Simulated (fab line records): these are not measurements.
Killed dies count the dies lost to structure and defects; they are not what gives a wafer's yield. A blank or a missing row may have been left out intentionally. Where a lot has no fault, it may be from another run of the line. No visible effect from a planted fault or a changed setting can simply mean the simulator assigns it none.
A struck lot beside a sound one -- flow nand_harc -- 36 out of 1302 route steps
Sound: wafers L315.2, L315.4, L315.5. The struck wafers were L326.1, L326.4, L326.5. The cause comes at the end.
At each step with rows: each side's tool, then ch and its chambers, then its first start. Under that, the readings that differ: sound wafers -- struck wafers -- difference of the means -- sigmas: that difference in standard deviations of wafers without a fault.
alike: readings whose means differ by less than 2 such deviations, and words and numbers that are the same on both sides. not compared: withheld readings, readings that some wafer has no value for, bounds like >300 that may hide the same value, and numbers for which the record gives no deviation and whose values overlap.
A row with sigmas, a row that says differs or no value, or rows on one side alone: a step with any of these is where the two part. Non-overlapping numbers with no deviation appear without sigmas and do not part them. A reading missing from all wafers of one side parts the sides only when that side holds two or more wafers.

first, 4 steps without rows for these wafers: NHARC_A_WL_FILL_STRIP_28 (strips in post etch residue remover, time 1200 s); NHARC_A_WL_FILL_PRECLEAN_06 (cleans in DIW, time 300 s); NHARC_A_WL_FILL_SRD_07; NHARC_A_WL_FILL_ANNEAL_08 (time 1800 s).
NHARC_A_WL_FILL_ALD_10: deposits SiO2, target thk 50 nm, pulse time 10 s, ald cycles 500.
  sound on ald_hk-01 ch 0,2,3, day 21 07:47; struck on ald_hk-01 ch 0,2,3, day 25 06:46
  alike: heater_power_outer_w, heater_power_w, precursor_pulse_height_rel, susceptor_temp_C
then, 2 steps without rows for these wafers: NHARC_A_WL_FILL_ETCHBACK_16 (etches the open film in C4F8/O2/Ar, target depth 120 nm, time 24 s); NHARC_A_WL_FILL_STRIP_29 (strips in O2, time 20 s).
NHARC_A_WL_FILL_ETCHBACK_17: etches the open film in Cl2/BCl3, target depth 4 nm, time 26.7 s.
  sound on rie_metal-03 ch 0,1, day 21 11:37; struck on rie_metal-02 ch 0,1, day 25 11:41
  alike: drypump_motor_current_A, oes_product_au
  not compared: rf_hours_counter_h
then, 3 steps without rows for these wafers: NHARC_A_WL_FILL_PRECLEAN_18 (cleans in dHF, time 30 s); NHARC_A_WL_FILL_SRD_21; NHARC_A_WL_FILL_CVD_23 (deposits poly-Si, target thk 40 nm, time 800 s).
NHARC_A_WL_FILL_ETCHBACK_26: etches the open film in HBr, target depth 52 nm, time 13.3 s.
  sound on rie_si-05 ch 1,2, day 21 16:44; struck on rie_si-05 ch 0,2, day 25 16:55
  alike: drypump_motor_current_A, oes_product_au, rf_fwd_power_W, throttle_valve_pct
  not compared: rf_hours_counter_h
then, 4 steps without rows for these wafers: NHARC_A_WL_FILL_PRECLEAN_30 (cleans in dHF, time 10 s); NHARC_A_WL_FILL_SRD_14; NHARC_A_WL_FILL_ALD_19 (deposits TiN, target thk 2 nm, pulse time 3 s, ald cycles 100); NHARC_A_WL_FILL_CVD_20 (deposits W, target thk 100 nm, time 74 s).
NHARC_A_WL_FILL_CMP_12: polishes, t overpolish 30 s, target thk 100 nm.
  sound on cmp-01 ch 1,2, day 21 17:23; struck on cmp-02 ch 1,2,3, day 25 17:38
  alike: motor_current_A, overpolish_run_s, time_to_endpoint_s
following that, these wafers have no rows for 1 step: NHARC_A_WL_FILL_SRD_31.
NHARC_A_CONTACT_DEP_24: deposits SiO2, target thk 500 nm.
  sound on pecvd-02 ch 0,1, day 21 17:59; struck on pecvd-01 ch 1,2, day 25 18:23
reading,sound,struck,difference,sigmas
susceptor_temp_C (C),400.32 400.13 400.40,399.46 400.04 399.71,-0.55,-2
  alike: heater_power_outer_w, heater_power_w, rf_fwd_power_W, throttle_valve_pct
then, 12 steps without rows for these wafers: NHARC_A_CONTACT_DEP_28 (deposits aC, target thk 7000 nm); NHARC_A_CONTACT_DEP_29 (deposits SiON, target thk 100 nm); NHARC_A_CONTACT_DEHYDRATE_32 (time 120 s); NHARC_A_CONTACT_HMDS_33 (time 30 s); NHARC_A_CONTACT_COAT_34 (time 75 s); NHARC_A_CONTACT_COAT_35 (time 65 s); NHARC_A_CONTACT_COAT_36 (resist thk 90 nm); NHARC_A_CONTACT_SOFTBAKE_37 (time 55 s); NHARC_A_CONTACT_EBR_38; NHARC_A_CONTACT_EXPOSE_39 (exposes mask A CC 3); NHARC_A_CONTACT_PEB_40 (peb time 65 s); NHARC_A_CONTACT_DEVELOP_41 (develop time 35 s).
NHARC_A_CONTACT_CD_MEAS_42: target cd 300 nm.
  sound on cd_sem-03 ch 0, day 22 00:43; struck on cd_sem-02 ch 0, day 26 00:17
  alike: cd_nm
NHARC_A_CONTACT_OVL_MEAS_43:
  sound on overlay-02 at day 22 00:49; struck on overlay-01 at day 26 00:23
  alike: overlay_x_nm, overlay_y_nm
then, 1 step without rows for these wafers: NHARC_A_CONTACT_DESCUM_47 (chemistry O2, time 3 s).
NHARC_A_CONTACT_ETCH_48: etches the open film in CF4, target depth 39 nm, time 65 s.
  sound on rie_diel-04 ch 0,1, day 22 00:59; struck on rie_diel-04 ch 0,1,2, day 26 00:34
  alike: drypump_motor_current_A, mfc_ar_sccm, oes_product_au, rf_fwd_power_W, rf_vpp_V, showerhead_plenum_p_Torr, throttle_valve_pct
  not compared: rf_hours_counter_h
-- jump in the record: it breaks off in module A_CONTACT and resumes in module END (first step shown: number 1302 of the route), and 3 days separate the struck wafers' starts before and after --
NHARC_END_SORT_01:
  here the record holds rows for the struck wafers (prober-02 ch 0, day 29 02:29) but none for the sound ones

WHERE THEY PART
First at NHARC_A_CONTACT_DEP_24; last, within this record, at NHARC_END_SORT_01.

WHY: what the simulator had put in
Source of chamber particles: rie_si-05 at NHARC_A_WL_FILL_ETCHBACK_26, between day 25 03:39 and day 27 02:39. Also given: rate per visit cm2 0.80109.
